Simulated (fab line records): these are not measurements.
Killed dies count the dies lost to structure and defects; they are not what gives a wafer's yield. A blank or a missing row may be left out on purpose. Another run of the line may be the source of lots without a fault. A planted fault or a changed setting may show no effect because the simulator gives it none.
fab line records -- flow nand_harc
record lots=14, wafers=42, last_day=33
route steps=1302 shown A_CHANNEL_FILL_D1@496 A_DECK1_JOINT@528 A_ONON_D2@545 A_CHANNEL_HOLE_D2@571
lots with no fault: from the same line, run without faults
start_h: hours from the record's first day to the start of the lot's first wafer shown -- wait_h: hours elapsed since this lot's preceding step -- " the same as in the row above -- L1.1+2: one row covering several wafers at once -- - no value, or no start given -- * or withheld: withheld -- < > ~ a bound
route shown NAME@n: NAME is a module with steps in the file, n the number in the route of the first one -- usual: mean and standard deviation over wafers with no fault -- same: alike in all rows -- chamber/n: place in a boat -- sites: readings site by site -- _std_site: the standard deviation of these -- _edge_site: mean of outer sites minus mean of inner sites -- radius_mm: how far each site lies from the wafer's centre -- mask NAME#n: copy n -- behind: the tool/chamber that last shaped the wafer -- hold: why the lot was held/for how many hours/how that ended -- device: the n, p or np transistor that did not switch -- end of line: tests run on the same wafers once the route is complete -- a step without rows: its recipe alone -- killed: dies lost to structure and defects at the first sort, not the wafer's yield -- map: a wafer's dies, x killed, . not, _ none there
set.NAME: the setting that was run; set.NAME@STEP: the one run at that earlier step -- model.NAME: the simulator's own value behind a step, which no gauge read
a sample of lots followed through the steps of the route, with each step as a table and each wafer as a row
services: a tool's chamber out of use, with start hour (start_h, from the record's first day; less than 0 if before it), hours out, and reason
## steps
# step NHARC_A_CHANNEL_FILL_D1_ALD_16
# recipe target_thk_a=15, pulse_time_s=10, ald_cycles=15, temp_c=300, material=SiO2
# usual heater_power_w=458/33, precursor_pulse_height_rel=1.001/0.021
lot.wafer,tool,chamber,start_h,wait_h,heater_power_w,precursor_pulse_height_rel
L340.3,ald_hk-02,0,205.15,0.0,479,0.972
L340.5,ald_hk-02,0,205.15,0.0,497,1.018
L340.6,ald_hk-02,1,205.15,0.0,453,1.012
L341.2,ald_hk-03,2,205.15,0.0,493,1.023
L341.3,ald_hk-03,3,205.15,0.0,444,0.984
L341.6,ald_hk-03,2,205.15,0.0,496,0.998
L342.4,ald_hk-01,0,219.54,0.1,425,1.025
L342.1,ald_hk-01,2,219.54,0.1,450,0.987
L342.6,ald_hk-01,0,219.54,0.1,419,1.009
L344.3,ald_hk-02,2,238.57,0.1,464,1.026
L344.4,ald_hk-02,0,238.57,0.1,493,1.041
L344.5,ald_hk-02,1,238.57,0.1,453,0.997
L346.3,ald_hk-01,2,263.60,1.4,434,1.005
L346.1,ald_hk-01,3,263.60,1.4,425,1.036
L346.2,ald_hk-01,0,263.60,1.4,415,1.008
L347.2,ald_hk-01,3,268.41,0.0,427,1.003
L347.3,ald_hk-01,0,268.41,0.0,421,1.033
L347.6,ald_hk-01,3,268.41,0.0,420,1.007
L355.2,ald_hk-01,3,356.91,0.8,424,0.996
L355.5,ald_hk-01,0,356.91,0.8,387,1.029
L355.6,ald_hk-01,1,356.91,0.8,435,1.008
L357.1,ald_hk-03,2,366.63,0.2,505,1.002
L357.6,ald_hk-03,3,366.63,0.2,453,1.016
L357.5,ald_hk-03,0,366.63,0.2,516,1.016
L356.2,ald_hk-03,0,366.85,0.4,510,1.018
L356.5,ald_hk-03,3,366.85,0.4,439,1.006
L356.6,ald_hk-03,0,366.85,0.4,514,0.988
L358.2,ald_hk-03,3,381.10,0.1,454,1.010
L358.4,ald_hk-03,0,381.10,0.1,503,0.995
L358.3,ald_hk-03,1,381.10,0.1,476,0.989
L359.4,ald_hk-02,0,391.38,0.0,508,1.004
L359.1,ald_hk-02,3,391.38,0.0,440,0.993
L359.6,ald_hk-02,1,391.38,0.0,429,0.992
L360.3,ald_hk-01,2,407.42,0.7,450,1.039
L360.2,ald_hk-01,3,407.42,0.7,440,0.990
L360.6,ald_hk-01,0,407.42,0.7,402,1.004
L361.2,ald_hk-03,0,416.75,0.0,511,1.004
L361.1,ald_hk-03,1,416.75,0.0,462,0.973
L361.4,ald_hk-03,3,416.75,0.0,456,0.980
L362.1,ald_hk-01,3,420.03,0.0,439,0.974
L362.2,ald_hk-01,2,420.03,0.0,445,1.006
L362.6,ald_hk-01,0,420.03,0.0,395,1.009
# step NHARC_A_DECK1_JOINT_THK_MEAS_14
# recipe thk_meas_gauge=ellipsometry
# usual thk_nm=51.0/1.6
lot.wafer,tool,chamber,start_h,wait_h,thk_nm
L340.3,film_metro-02,-,252.65,0.2,48.0
L340.5,film_metro-02,-,252.65,0.2,48.4
L340.6,film_metro-02,-,252.65,0.2,50.7
L341.2,film_metro-01,-,252.65,0.2,48.7
L341.3,film_metro-01,-,252.65,0.2,48.7
L341.6,film_metro-01,-,252.65,0.2,49.9
L342.1,film_metro-02,-,270.42,0.2,51.0
L342.4,film_metro-02,-,270.42,0.2,50.4
L342.6,film_metro-02,-,270.42,0.2,52.3
L344.3,film_metro-01,-,287.09,0.2,51.7
L344.4,film_metro-01,-,287.09,0.2,49.8
L344.5,film_metro-01,-,287.09,0.2,47.7
L346.1,film_metro-01,-,312.23,0.2,53.7
L346.2,film_metro-01,-,312.23,0.2,50.7
L346.3,film_metro-01,-,312.23,0.2,51.0
L347.2,film_metro-02,-,328.68,0.2,49.9
L347.3,film_metro-02,-,328.68,0.2,51.0
L347.6,film_metro-02,-,328.68,0.2,52.0
L355.2,film_metro-02,-,400.10,0.2,49.9
L355.5,film_metro-02,-,400.10,0.2,53.8
L355.6,film_metro-02,-,400.10,0.2,52.5
L356.2,film_metro-01,-,413.80,0.2,51.3
L356.5,film_metro-01,-,413.80,0.2,52.5
L356.6,film_metro-01,-,413.80,0.2,51.7
L357.1,film_metro-02,-,416.96,0.2,51.6
L357.5,film_metro-02,-,416.96,0.2,50.0
L357.6,film_metro-02,-,416.96,0.2,52.2
L358.2,film_metro-01,-,434.35,0.2,51.4
L358.3,film_metro-01,-,434.35,0.2,51.3
L358.4,film_metro-01,-,434.35,0.2,50.9
L359.1,film_metro-01,-,440.03,0.2,53.9
L359.4,film_metro-01,-,440.03,0.2,50.5
L359.6,film_metro-01,-,440.03,0.2,51.7
L360.2,film_metro-02,-,458.11,0.2,52.4
L360.3,film_metro-02,-,458.11,0.2,52.9
L360.6,film_metro-02,-,458.11,0.2,51.3
L361.1,film_metro-02,-,465.49,0.2,52.9
L361.2,film_metro-02,-,465.49,0.2,50.1
L361.4,film_metro-02,-,465.49,0.2,51.5
L362.1,film_metro-01,-,465.49,0.2,52.7
L362.2,film_metro-01,-,465.49,0.2,51.6
L362.6,film_metro-01,-,465.49,0.2,50.2
# step NHARC_A_ONON_D2_DEP_00
# recipe target_thk_a=10000, n2_flow_sccm=2750, n2o_flow_sccm=2000, nh3_flow_sccm=500, sih4_flow_sccm=210, temp_c=400
# usual n2o_flow_sccm=2000/6.4, sih4_flow_sccm=210.1/0.56
lot.wafer,tool,chamber,start_h,wait_h,n2o_flow_sccm,sih4_flow_sccm
L340.3,pecvd_onon-02,0,277.65,0.2,2002,209.5
L340.5,pecvd_onon-02,0,277.65,0.2,1997,209.6
L340.6,pecvd_onon-02,0,277.65,0.2,2000,209.6
L341.2,pecvd_onon-02,0,278.04,0.1,2004,210.4
L341.3,pecvd_onon-02,0,278.04,0.1,2004,209.7
L341.6,pecvd_onon-02,0,278.04,0.1,2005,210.0
L342.1,pecvd_onon-02,0,297.12,0.1,2005,209.4
L342.4,pecvd_onon-02,0,297.12,0.1,2005,209.5
L342.6,pecvd_onon-02,0,297.12,0.1,2000,209.9
L344.3,pecvd_onon-02,0,314.47,0.2,1990,210.0
L344.4,pecvd_onon-02,0,314.47,0.2,1997,210.1
L344.5,pecvd_onon-02,0,314.47,0.2,1991,209.3
L346.1,pecvd_onon-02,0,340.44,0.1,1999,210.1
L346.2,pecvd_onon-02,0,340.44,0.1,2009,210.2
L346.3,pecvd_onon-02,0,340.44,0.1,1997,209.8
L347.2,pecvd_onon-02,0,352.01,0.1,2001,210.4
L347.3,pecvd_onon-02,0,352.01,0.1,1999,210.4
L347.6,pecvd_onon-02,0,352.01,0.1,1993,210.4
L355.2,pecvd_onon-02,0,423.33,0.1,2000,208.8
L355.5,pecvd_onon-02,0,423.33,0.1,1996,210.4
L355.6,pecvd_onon-02,0,423.33,0.1,1996,210.7
L356.2,pecvd_onon-02,0,441.21,0.1,2000,209.5
L356.5,pecvd_onon-02,0,441.21,0.1,2002,209.7
L356.6,pecvd_onon-02,0,441.21,0.1,2004,210.6
L357.1,pecvd_onon-01,0,441.36,0.1,2006,210.3
L357.5,pecvd_onon-01,0,441.36,0.1,1996,210.0
L357.6,pecvd_onon-01,0,441.36,0.1,1999,209.8
L358.2,pecvd_onon-02,0,459.18,0.1,2000,209.0
L358.3,pecvd_onon-02,0,459.18,0.1,2000,211.1
L358.4,pecvd_onon-02,0,459.18,0.1,1990,210.0
L359.1,pecvd_onon-02,0,464.84,0.1,1997,210.7
L359.4,pecvd_onon-02,0,464.84,0.1,2009,210.4
L359.6,pecvd_onon-02,0,464.84,0.1,1996,210.8
L360.2,pecvd_onon-02,0,480.44,0.1,2005,210.7
L360.3,pecvd_onon-02,0,480.44,0.1,2001,209.4
L360.6,pecvd_onon-02,0,480.44,0.1,2007,210.4
L361.1,pecvd_onon-02,0,487.75,0.1,2005,209.3
L361.2,pecvd_onon-02,0,487.75,0.1,2003,209.8
L361.4,pecvd_onon-02,0,487.75,0.1,2006,208.8
L362.1,pecvd_onon-04,0,487.75,0.1,2006,209.8
L362.2,pecvd_onon-04,0,487.75,0.1,2008,210.3
L362.6,pecvd_onon-04,0,487.75,0.1,2003,210.2
# step NHARC_A_ONON_D2_THK_MEAS_02
# recipe thk_meas_gauge=ellipsometry
# usual thk_nm=998/9.4
lot.wafer,tool,chamber,start_h,wait_h,thk_nm
L340.3,film_metro-01,-,278.04,-,996
L340.5,film_metro-01,-,278.04,-,995
L340.6,film_metro-01,-,278.04,-,993
L341.2,film_metro-01,-,278.49,-,1002
L341.3,film_metro-01,-,278.49,-,1005
L341.6,film_metro-01,-,278.49,-,1003
L342.1,film_metro-01,-,297.62,-,999
L342.4,film_metro-01,-,297.62,-,998
L342.6,film_metro-01,-,297.62,-,1000
L344.3,film_metro-02,-,314.86,-,977
L344.4,film_metro-02,-,314.86,-,978
L344.5,film_metro-02,-,314.86,-,978
L346.1,film_metro-02,-,340.95,-,1104
L346.2,film_metro-02,-,340.95,-,1106
L346.3,film_metro-02,-,340.95,-,1103
L347.2,film_metro-01,-,352.46,-,1136
L347.3,film_metro-01,-,352.46,-,1135
L347.6,film_metro-01,-,352.46,-,1134
L355.2,film_metro-01,-,423.78,-,999
L355.5,film_metro-01,-,423.78,-,1002
L355.6,film_metro-01,-,423.78,-,1001
L356.2,film_metro-01,-,441.67,-,994
L356.5,film_metro-01,-,441.67,-,996
L356.6,film_metro-01,-,441.67,-,995
L357.1,film_metro-01,-,441.87,-,1013
L357.5,film_metro-01,-,441.87,-,1012
L357.6,film_metro-01,-,441.87,-,1013
L358.2,film_metro-01,-,459.63,-,1014
L358.3,film_metro-01,-,459.63,-,1013
L358.4,film_metro-01,-,459.63,-,1014
L359.1,film_metro-01,-,465.34,-,1007
L359.4,film_metro-01,-,465.34,-,1006
L359.6,film_metro-01,-,465.34,-,1006
L360.2,film_metro-02,-,480.89,-,996
L360.3,film_metro-02,-,480.89,-,997
L360.6,film_metro-02,-,480.89,-,997
L361.1,film_metro-01,-,488.25,-,988
L361.2,film_metro-01,-,488.25,-,989
L361.4,film_metro-01,-,488.25,-,990
L362.1,film_metro-02,-,488.27,-,992
L362.2,film_metro-02,-,488.27,-,993
L362.6,film_metro-02,-,488.27,-,990
# step NHARC_A_CHANNEL_HOLE_D2_DEP_01
# recipe target_thk_a=1400, target_thk_nm=140, temp_c=400, pressure_torr=3.5, flow_sccm=200, rf_w=350, material=SiON
# usual heater_power_w=739/100
lot.wafer,tool,chamber,start_h,wait_h,heater_power_w
L340.3,pecvd-01,1,296.60,1.0,802
L340.6,pecvd-01,0,296.60,1.0,726
L340.5,pecvd-01,1,296.60,1.0,805
L341.2,pecvd-01,2,296.88,1.3,772
L341.3,pecvd-01,1,296.88,1.3,699
L341.6,pecvd-01,1,296.88,1.3,703
L342.1,pecvd-02,1,312.05,1.6,751
L342.4,pecvd-02,0,312.05,1.6,557
L342.6,pecvd-02,2,312.05,1.6,876
L344.3,pecvd-02,0,329.83,1.0,563
L344.5,pecvd-02,0,329.83,1.0,555
L344.4,pecvd-02,1,329.83,1.0,736
L355.2,pecvd-02,1,438.30,1.4,846
L355.5,pecvd-02,0,438.30,1.4,594
L355.6,pecvd-02,1,438.30,1.4,842
L357.1,pecvd-03,2,461.35,1.6,770
L357.6,pecvd-03,0,461.35,1.6,739
L357.5,pecvd-03,1,461.35,1.6,678
L356.2,pecvd-01,0,462.27,1.3,819
L356.6,pecvd-01,0,462.27,1.3,801
L356.5,pecvd-01,2,462.27,1.3,789
L358.2,pecvd-03,2,477.35,1.3,710
L358.3,pecvd-03,0,477.35,1.3,745
L358.4,pecvd-03,2,477.35,1.3,704
L359.1,pecvd-01,0,481.76,1.7,701
L359.6,pecvd-01,1,481.76,1.7,822
L359.4,pecvd-01,2,481.76,1.7,767
L360.3,pecvd-02,2,497.02,1.0,882
L360.2,pecvd-02,0,497.02,1.0,606
L360.6,pecvd-02,0,497.02,1.0,577
L361.1,pecvd-02,1,509.65,1.7,856
L361.2,pecvd-02,2,509.65,1.7,811
L361.4,pecvd-02,1,509.65,1.7,869
L362.2,pecvd-03,2,509.72,1.3,814
L362.1,pecvd-03,1,509.72,1.3,648
L362.6,pecvd-03,1,509.72,1.3,677
## services
tool,chamber,start_h,hours,kind
pecvd_onon-02,-,185.00,13.0,pm
pecvd-03,-,185.47,13.0,pm
ald_hk-03,-,213.63,10.0,pm
pecvd-02,-,227.14,13.0,pm
pecvd-02,1,254.12,22.1,repair
pecvd-01,1,263.91,3.4,repair
pecvd_onon-01,-,269.33,13.0,pm
pecvd-01,-,271.90,1.0,repair
pecvd-01,-,276.31,2.0,repair
ald_hk-01,-,297.16,10.0,pm
pecvd-01,-,311.18,13.0,pm
pecvd_onon-04,-,311.29,13.0,pm
pecvd-02,-,316.58,1.1,repair
pecvd-01,-,344.86,1.8,repair
pecvd-03,-,354.80,0.8,repair
pecvd_onon-02,-,366.00,13.0,pm
pecvd-03,-,366.47,13.0,pm
pecvd-03,0,387.86,3.3,repair
pecvd-02,-,408.14,13.0,pm
pecvd-03,-,443.89,1.1,repair
ald_hk-03,-,458.51,0.9,repair
pecvd-02,1,461.45,2.0,repair
ald_hk-01,-,475.16,10.0,pm
pecvd-01,-,492.18,13.0,pm
## key
first_sign step=NHARC_A_ONON_D2_THK_MEAS_02, reading=thk_nm, direction=up, sigmas=13, usual=998, struck=1120
effect none on later readings
met_at NHARC_A_ONON_D2_DEP_00
struck_lots L346,L347
later_rows_left_out L346.1,L346.2,L346.3,L347.2,L347.3,L347.6
sort_left_out L346.1,L346.2,L346.3,L347.2,L347.3,L347.6
tester_left_out L346,L347
not_acting_at NHARC_A_CHANNEL_FILL_D1_ALD_16,NHARC_A_DECK1_JOINT_THK_MEAS_14,NHARC_A_CHANNEL_HOLE_D2_DEP_01
onset_between 314.47 340.44
fault kind=process_parameter_drift, tool=pecvd_onon-02, chamber=-, onset_h=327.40, steps=NHARC_A_ONON_D2_DEP_00, channel=target_thk_a, offset=*, shape=step, end_h=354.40, acts_in=*, stated=*
# tester_left_out: of these lots the tester's yield and bins aren't shown, on N5 and GAA mostly nor the transistor test; their killed dies are dies lost to structure and defects alone, not to doping, threshold or leakage, so they don't give the yield
# sort_left_out: the simulated sort isn't trusted on such a fault, so these wafers' sort isn't shown, and their yield isn't known
# later_rows_left_out: the simulator's readings of these wafers behind a module that went badly wrong aren't trusted and aren't shown, but for the sort
